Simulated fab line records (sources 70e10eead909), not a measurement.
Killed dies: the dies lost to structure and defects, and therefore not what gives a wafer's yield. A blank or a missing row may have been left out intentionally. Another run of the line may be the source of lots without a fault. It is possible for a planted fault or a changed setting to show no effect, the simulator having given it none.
Chamber matching | flow nand-harc | pecvd-01 running NHARC_A_STAIRCASE_DEP_259: 3 sister chambers
The step deposits SiON, target thk 30 nm. 18 wafers are shown with their chamber, then 9 later ones without.

== WAFERS, EACH WITH ITS CHAMBER ==
wafer  | chamber | heater-power-w (W)
L074.1 | 2       | 829
L074.3 | 1       | 696
L074.5 | 0       | 630
L080.1 | 0       | 609
L080.2 | 1       | 840
L080.6 | 2       | 730
L083.3 | 2       | 898
L083.4 | 1       | 699
L083.6 | 2       | 873
L081.1 | 1       | 777
L081.3 | 0       | 666
L081.6 | 0       | 653
L085.1 | 0       | 632
L085.3 | 2       | 745
L085.4 | 1       | 831
L089.1 | 1       | 831
L089.4 | 0       | 690
L089.5 | 2       | 818

SIGNATURES, as means of the wafers listed above
reading        | chamber 0 | chamber 1 | chamber 2 | scatter within a chamber
heater-power-w | 646.67    | 779.00    | 815.50    | 57.3
Rule: a wafer lies at a distance from a chamber equal to the root of the sum of squares, over the readings, of (its reading less the chamber's mean, divided by the reading's scatter). The wafer belongs to the nearest chamber; if the next one is less than 2 further off, it can't be placed. How the scatter is found: for the shown wafers, subtract from each reading the mean of its chamber, square and add these, divide the total by (wafers less chambers), then take the root.

== WAFERS WITH NO CHAMBER GIVEN ==
wafer  | heater-power-w (W)
L091.1 | 658
L091.3 | 878
L091.5 | 844
L092.1 | 752
L092.2 | 843
L092.4 | 583
L096.1 | 588
L096.4 | 765
L096.5 | 744

== CHAMBER TAKEN BY EACH ==
wafer  | from the rows above          | in truth
L091.1 | can't be placed: 0 or 1      | 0
L091.3 | can't be placed: 2 or 1      | 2
L091.5 | can't be placed: 2 or 1      | 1
L092.1 | can't be placed: 1 or 2 or 0 | 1
L092.2 | can't be placed: 2 or 1      | 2
L092.4 | 0                            | 0
L096.1 | 0                            | 0
L096.4 | can't be placed: 1 or 2 or 0 | 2
L096.5 | can't be placed: 1 or 2 or 0 | 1
Placed correctly: 2 of 9. Cannot be placed on the basis of these rows: 7; the candidates contain the true chamber in 7. Number placed wrongly: 0.
